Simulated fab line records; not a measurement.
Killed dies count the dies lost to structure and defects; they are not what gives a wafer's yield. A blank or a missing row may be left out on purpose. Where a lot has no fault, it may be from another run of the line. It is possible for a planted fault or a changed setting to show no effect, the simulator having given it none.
Split-lot study || flow n5-finfet || 21 wafers read across 7 lots, on a route 1938 steps long

## SPLIT DETAILS
At N5_BEOL_M14_TRENCH_ETCH_34 (etches SiO2 in C4F8/O2/Ar, target depth 556.65 nm, time 126.9 s), the setting bias-w was moved away from the recipe's 2040 W on 8 of the 21 wafers read, by -17.1% to +15.2%. The other wafers ran this setting at the recipe's value.

## FROM THE SPLIT TO THE READING: what the file shows between them, 10 steps
- N5_BEOL_M14_STRIP_70: strips in C4F8/O2/Ar
- N5_BEOL_M14_OCD_MEAS_35
- N5_BEOL_M14_STRIP_37: strips in O2
- N5_BEOL_M14_ETCH_38: etches SiCN in CF4/N2, target depth 106.5 nm, time 120.6 s
- N5_BEOL_M14_ECD_47: material Cu, target thk 1248 nm
- N5_BEOL_M14_ANNEAL_48: time 90 s
- N5_BEOL_M14_CMP_49: polishes, stops on SiO2, t overpolish 5.2 s, target thk 560 nm
- N5_BEOL_M14_THK_MEAS_50: measures by xrf
- N5_BEOL_M14_PRE_CLEAN_52: time 15 s
- N5_BEOL_M14_DEP_53: deposits SiCN from 3MS/NH3, target thk 50 nm, time 17.8 s

## THE READING
M14_RS in ohm/sq, measured at N5_BEOL_M14_RS_MEAS_54 by four-point-probe. Fault-free wafers of this fab line usually give 0.0335 ohm/sq, standard deviation 0.0005 ohm/sq.

{"wafer": "L075.1", "tool, chamber at the split": "rie-diel-01, 0", "bias-w as run, W": 2040, "against the recipe": "recipe", "M14_RS, ohm/sq": 0.0337, "against lot-mates on the recipe": "-"}
{"wafer": "L075.2", "tool, chamber at the split": "rie-diel-01, 1", "bias-w as run, W": 2040, "against the recipe": "recipe", "M14_RS, ohm/sq": 0.0338, "against lot-mates on the recipe": "-"}
{"wafer": "L075.3", "tool, chamber at the split": "rie-diel-01, 2", "bias-w as run, W": 2040, "against the recipe": "recipe", "M14_RS, ohm/sq": 0.0342, "against lot-mates on the recipe": "-"}
{"wafer": "L076.3", "tool, chamber at the split": "rie-diel-01, 2", "bias-w as run, W": 2040, "against the recipe": "recipe", "M14_RS, ohm/sq": 0.0339, "against lot-mates on the recipe": "-"}
{"wafer": "L076.4", "tool, chamber at the split": "rie-diel-01, 1", "bias-w as run, W": 1729, "against the recipe": "-15.2%", "M14_RS, ohm/sq": 0.0352, "against lot-mates on the recipe": "+0.0013"}
{"wafer": "L076.6", "tool, chamber at the split": "rie-diel-01, 1", "bias-w as run, W": 1729, "against the recipe": "-15.2%", "M14_RS, ohm/sq": 0.0352, "against lot-mates on the recipe": "+0.0013"}
{"wafer": "L081.1", "tool, chamber at the split": "rie-diel-05, 0", "bias-w as run, W": 2040, "against the recipe": "recipe", "M14_RS, ohm/sq": 0.0338, "against lot-mates on the recipe": "-"}
{"wafer": "L081.2", "tool, chamber at the split": "rie-diel-05, 1", "bias-w as run, W": 2040, "against the recipe": "recipe", "M14_RS, ohm/sq": 0.0336, "against lot-mates on the recipe": "-"}
{"wafer": "L081.3", "tool, chamber at the split": "rie-diel-05, 3", "bias-w as run, W": 2040, "against the recipe": "recipe", "M14_RS, ohm/sq": 0.0332, "against lot-mates on the recipe": "-"}
{"wafer": "L083.1", "tool, chamber at the split": "rie-diel-01, 0", "bias-w as run, W": 1692, "against the recipe": "-17.1%", "M14_RS, ohm/sq": 0.0353, "against lot-mates on the recipe": "+0.0018"}
{"wafer": "L083.2", "tool, chamber at the split": "rie-diel-01, 2", "bias-w as run, W": 1692, "against the recipe": "-17.1%", "M14_RS, ohm/sq": 0.0360, "against lot-mates on the recipe": "+0.0025"}
{"wafer": "L083.3", "tool, chamber at the split": "rie-diel-01, 1", "bias-w as run, W": 2040, "against the recipe": "recipe", "M14_RS, ohm/sq": 0.0335, "against lot-mates on the recipe": "-"}
{"wafer": "L086.3", "tool, chamber at the split": "rie-diel-04, 0", "bias-w as run, W": 2040, "against the recipe": "recipe", "M14_RS, ohm/sq": 0.0326, "against lot-mates on the recipe": "-"}
{"wafer": "L086.4", "tool, chamber at the split": "rie-diel-04, 0", "bias-w as run, W": 2040, "against the recipe": "recipe", "M14_RS, ohm/sq": 0.0326, "against lot-mates on the recipe": "-"}
{"wafer": "L086.6", "tool, chamber at the split": "rie-diel-04, 1", "bias-w as run, W": 2040, "against the recipe": "recipe", "M14_RS, ohm/sq": 0.0328, "against lot-mates on the recipe": "-"}
{"wafer": "L089.1", "tool, chamber at the split": "rie-diel-05, 2", "bias-w as run, W": 2207, "against the recipe": "+8.2%", "M14_RS, ohm/sq": 0.0333, "against lot-mates on the recipe": -0.0009}
{"wafer": "L089.3", "tool, chamber at the split": "rie-diel-05, 1", "bias-w as run, W": 2040, "against the recipe": "recipe", "M14_RS, ohm/sq": 0.0342, "against lot-mates on the recipe": "-"}
{"wafer": "L089.4", "tool, chamber at the split": "rie-diel-05, 3", "bias-w as run, W": 2207, "against the recipe": "+8.2%", "M14_RS, ohm/sq": 0.0329, "against lot-mates on the recipe": -0.0013}
{"wafer": "L090.4", "tool, chamber at the split": "rie-diel-05, 1", "bias-w as run, W": 2350, "against the recipe": "+15.2%", "M14_RS, ohm/sq": 0.0323, "against lot-mates on the recipe": -0.0010}
{"wafer": "L090.5", "tool, chamber at the split": "rie-diel-05, 1", "bias-w as run, W": 2350, "against the recipe": "+15.2%", "M14_RS, ohm/sq": 0.0322, "against lot-mates on the recipe": -0.0011}
{"wafer": "L090.6", "tool, chamber at the split": "rie-diel-05, 2", "bias-w as run, W": 2040, "against the recipe": "recipe", "M14_RS, ohm/sq": 0.0333, "against lot-mates on the recipe": "-"}

THE FIT
A straight line over all 21 wafers: M14_RS changes by -0.000102 ohm/sq for each +1% of bias-w; r = -0.89; the points scatter about the line by 0.00049 ohm/sq.
The same after taking each lot's own level away (the mean of its wafers on the recipe; 21 wafers): -9.87e-05 ohm/sq for each +1%; r = -0.95; scatter 0.0003 ohm/sq.
According to that fit, moving bias-w by its largest amount changes the reading by 0.0017 ohm/sq.
Measured against the standard deviation above, the lots' own levels, which go from 0.03267 to 0.03420 ohm/sq, span 3.1 times it.
So the lot-to-lot level changes the slope little: the two slopes agree.
Check: for one of the wafers moved furthest among these (-17.1%), held out of the fit, the line's prediction against its lot-mates is +0.0017 ohm/sq. It came out at +0.0018 ohm/sq against them.
Tool readings at the split's step, against how far the setting was moved: rf-vpp-V r = +1.00.

## FURTHER SPLITS ON THESE WAFERS
Note: prior to the reading, these wafers also went through further splits. Each is held against what the fit with the lots' levels taken away leaves over:
{"other split on the same wafers": "N5_BEOL_M13_COAT_66 spin-rpm", "wafers away from the commonest value": 7, "r with M14_RS (lot level and that fit taken away)": -0.52}
{"other split on the same wafers": "N5_BEOL_M14_PEB_26 peb-temp-c", "wafers away from the commonest value": 9, "r with M14_RS (lot level and that fit taken away)": -0.10}

## THE WHOLE CHAIN: every reading that the file lists as answering this split, in the file's order
{"step": "N5_BEOL_M14_TRENCH_ETCH_34", "what it does": "etches SiO2 in C4F8/O2/Ar, target depth 556.65 nm, time 126.9 s", "reading": "rf-vpp-V", "change (the file's fit)": "+16.2 V for each +1% of the setting", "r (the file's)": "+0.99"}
{"step": "N5_BEOL_M14_TRENCH_ETCH_34", "what it does": "etches SiO2 in C4F8/O2/Ar, target depth 556.65 nm, time 126.9 s", "reading": "etch.depth-nm (the simulator's own value, which no gauge read)", "change (the file's fit)": "+1.53 nm for each +1% of the setting", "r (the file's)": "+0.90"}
{"step": "N5_BEOL_M14_OCD_MEAS_35", "what it does": "", "reading": "trench-depth-nm", "change (the file's fit)": "+1.53 nm for each +1% of the setting", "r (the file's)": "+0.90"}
{"step": "N5_BEOL_M14_CMP_49", "what it does": "polishes, stops on SiO2, t overpolish 5.2 s, target thk 560 nm", "reading": "Cu_of_BEOL_M14_ECD_47.thk-nm (the simulator's own value, which no gauge read)", "change (the file's fit)": "+1.55 nm for each +1% of the setting", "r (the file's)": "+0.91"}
{"step": "N5_BEOL_M14_THK_MEAS_50", "what it does": "measures by xrf", "reading": "M14_THK", "change (the file's fit)": "+1.46 for each +1% of the setting", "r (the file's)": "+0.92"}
{"step": "N5_BEOL_M14_RS_MEAS_54", "what it does": "measures by four-point-probe", "reading": "M14_RS", "change (the file's fit)": "-9.79e-05 for each +1% of the setting", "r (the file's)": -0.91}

## THE FILE'S OWN FIT
M14_RS changes by -9.79e-05 ohm/sq for each +1% of bias-w, r = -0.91.
